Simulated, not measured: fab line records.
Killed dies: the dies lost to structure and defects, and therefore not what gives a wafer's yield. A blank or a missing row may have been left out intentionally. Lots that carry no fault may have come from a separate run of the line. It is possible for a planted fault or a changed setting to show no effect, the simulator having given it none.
fab line records | flow n5_finfet
[record] lots = 7 wafers = 39
route steps=1938 shown DUMMY_GATE@250 HKMG_FIN@406 MOL_CONTACT_COAG@559
start_h: hours from the record's first day to the start of the lot's first wafer shown | wait_h: hours from the lot's prior step to this one | " repeats the value in the row above | L1.1+2: a row that stands for several wafers | - value missing, or start not given | * or withheld: withheld | < > ~ a bound
route shown NAME@n: a module of which the file shows steps, and the number in the route of the first | usual: the fault-free wafers' mean and standard deviation | same: alike in all rows | chamber/n: place in a boat | sites: each site's reading | _std_site: the values' standard deviation | _edge_site: outer sites' mean less inner sites' | radius_mm: how far each site lies from the wafer's centre | mask NAME#n: copy n | behind: the tool/chamber that last shaped the wafer | hold: why the lot was held/for how many hours/how that ended | device: the transistor (n, p or np) that didn't switch | end of line: the same wafers' tests at the end of the route | step lacking rows: just its recipe | killed: count of dies lost to structure and defects at first sort (not the wafer's yield) | map: shows each die of a wafer: x if killed, . if not, _ if none is there
set.NAME: setting as actually run; set.NAME@STEP: the setting as run at that earlier step | model.NAME: the simulator's own value behind a step, which no gauge read
one table per step and one row per wafer, for lots whose settings were changed on purpose
[[steps]]
[step N5_DUMMY_GATE_ETCH_42]
[recipe] chemistry = CHF3/O2 target = SiO2 target_depth_a = 35 time_s = 31 ion_energy_ev = 30 bias_w = 12 pressure_mtorr = 30 source_w = 600 Ar_flow_sccm = 200 CHF3_flow_sccm = 50 O2_flow_sccm = 5
[usual] rf_vpp_V = 43.0/1.2
// columns lot.wafer tool chamber start_h wait_h set.bias_w rf_vpp_V
L076.1 rie_diel-06 1 59.54 0.0 10.09 38.8
L076.2 " 3 " " 10.09 36.0
L076.3 " 0 " " 10.09 40.0
L076.4 " 2 " " 12 43.9
L076.5 " 2 " " 12 41.2
L076.6 " 3 " " 12 42.3
L077.1 rie_diel-06 1 65.24 0.0 12 44.4
L077.2 " 2 " " 12 42.7
L077.3 " 0 " " 12 43.7
L077.4 " 1 " " 12 43.5
L077.5 " 2 " " 12 43.7
L077.6 " 0 " " 12 43.6
L079.1 rie_diel-02 0 77.43 0.0 10.75 39.6
L079.2 " 2 " " 12 42.4
L079.3 " 1 " " 10.75 39.9
L079.4 " 2 " " 10.75 38.3
L079.5 " 0 " " 12 44.7
L079.6 " 1 " " 12 43.1
L080.1 rie_diel-06 1 83.93 0.0 9.795 37.5
L080.2 " 0 " " 12 43.5
L080.3 " 2 " " 9.795 36.0
L080.4 " 3 " " 12 40.5
L080.5 " 1 " " 12 43.7
L080.6 " 0 " " 9.795 40.1
L090.2 rie_diel-01 0 151.01 0.0 12 40.9
L090.3 " 1 " " 12 42.8
L090.5 " 2 " " 12 42.3
L092.1 rie_diel-06 2 154.93 0.1 12 43.8
L092.2 " 0 " " 14.15 49.1
L092.3 " 1 " " 12 44.1
L092.4 " 2 " " 14.15 47.9
L092.5 " 1 " " 12 43.9
L092.6 " 0 " " 14.15 47.4
L093.1 rie_diel-06 1 162.57 0.2 12 43.4
L093.2 " 2 " " 12 44.3
L093.3 " 0 " " 13.15 46.1
L093.4 " 1 " " 12 44.8
L093.5 " 0 " " 13.15 46.8
L093.6 " 2 " " 13.15 46.4
[step N5_HKMG_FIN_ETCH_58]
[recipe] chemistry = N2/H2 target = SOC target_depth_a = 2158 ion_energy_ev = 50 bias_w = 13 time_s = 741 pressure_mtorr = 30 source_w = 875 n2_flow_sccm = 200 h2_flow_sccm = 200
[usual] rf_vpp_V = 99.0/0.91
// columns lot.wafer tool chamber start_h wait_h set.source_w rf_vpp_V
L076.1 rie_diel-04 3 82.71 0.0 875 99.7
L076.2 " 0 " " 923.4 95.7
L076.3 " 1 " " 875 98.0
L076.4 " 0 " " 875 98.6
L076.5 " 1 " " 923.4 95.9
L076.6 " 3 " " 923.4 97.8
L077.1 rie_diel-04 1 88.56 0.0 875 97.8
L077.2 " 3 " " 875 99.5
L077.3 " 0 " " 1019 93.1
L077.4 " 1 " " 875 98.3
L077.5 " 0 " " 1019 94.0
L077.6 " 3 " " 1019 94.0
L079.1 rie_diel-03 0 104.93 0.0 804.7 101.9
L079.2 " 2 " " 875 100.2
L079.3 " 3 " " 875 99.7
L079.4 " 0 " " 804.7 103.3
L079.5 " 2 " " 804.7 103.6
L079.6 " 3 " " 875 98.3
L080.1 rie_diel-05 0 108.08 0.0 875 99.6
L080.2 " 1 " " 875 98.7
L080.3 " 2 " " 875 100.3
L080.4 " 3 " " 875 98.9
L080.5 " 1 " " 875 100.5
L080.6 " 0 " " 875 98.7
L090.2 rie_diel-04 0 175.80 0.0 875 100.2
L090.3 " 3 " " 875 99.5
L090.5 " 3 " " 875 98.4
L092.1 rie_diel-05 0 179.44 0.0 875 99.2
L092.2 " 2 " " 724.2 106.3
L092.3 " 1 " " 875 99.4
L092.4 " 3 " " 724.2 105.4
L092.5 " 1 " " 724.2 106.7
L092.6 " 2 " " 875 98.8
L093.1 rie_diel-04 3 188.69 0.0 875 99.1
L093.2 " 0 " " 875 97.5
L093.3 " 2 " " 875 98.4
L093.4 " 1 " " 875 97.8
L093.5 " 0 " " 875 99.1
L093.6 " 3 " " 875 98.6
[step N5_MOL_CONTACT_COAG_ALD_27]
[recipe] material = SiOC target_thk_a = 170 temp_c = 400 ald_precursor_family = carbosiloxane ald_co_reactant = H2-plasma pulse_time_s = 1.5 time_s = 2720 purge_time_s = 2 co_reactant_purge_time_s = 2 ald_cycles = 340 pressure_torr = 2
// columns lot.wafer tool chamber start_h wait_h set.ald_cycles model.SiOC_of_MOL_CONTACT_COAG_ALD_27.thk_nm
L076.1+2+4 ald_sin-04 0,1,2 106.53 0.0 340 17
L076.3+5 " 3 " " 394 19.8
L076.6 " 2 " " 394 19.6
L077.1 ald_sin-02 1 109.57 0.0 340 16.8
L077.2+6 " 3 " " 383 19
L077.3 " 0 " " 383 19.2
L077.4 " 2 " " 340 17
L077.5 " 0 " " 340 17.2
L079.1+2+4 ald_sin-04 0,1,2 128.99 0.0 340 17
L079.3+6 " 3 " " 366 18.4
L079.5 " 2 " " 366 18.2
L080.1 ald_sin-04 3 135.86 0.1 340 17
L080.2+4 " 2,1 " " 340 16.8
L080.3 " 0 " " 372 18.6
L080.5+6 " 0,1 " " 372 18.4
L090.2+3+5 ald_sin-03 2,3,3 197.02 0.0 340 17
L092.1+4 ald_sin-03 2,0 202.95 2.5 340 17
L092.2+3+5+6 " 3,1,0,1 " " 340 16.8
L093.1+2+5 ald_sin-02 0,3,0 212.22 0.2 299 15
L093.3+6 " 1 " " 340 17
L093.4 " 2 " " 340 16.8
[[key]]
[split] step = N5_DUMMY_GATE_ETCH_42 setting = bias_w stated = 12 by = wafer
[response] step = N5_DUMMY_GATE_ETCH_42 reading = rf_vpp_V change = +0.263 per = 1% r = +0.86
[split] step = N5_HKMG_FIN_ETCH_58 setting = source_w stated = 875 by = wafer
[response] step = N5_HKMG_FIN_ETCH_58 reading = rf_vpp_V change = -0.365 per = 1% r = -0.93
[split] step = N5_MOL_CONTACT_COAG_ALD_27 setting = ald_cycles stated = 340 by = wafer
[response] step = N5_MOL_CONTACT_COAG_ALD_27 reading = model.SiOC_of_MOL_CONTACT_COAG_ALD_27.thk_nm change = +0.168 per = 1% r = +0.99
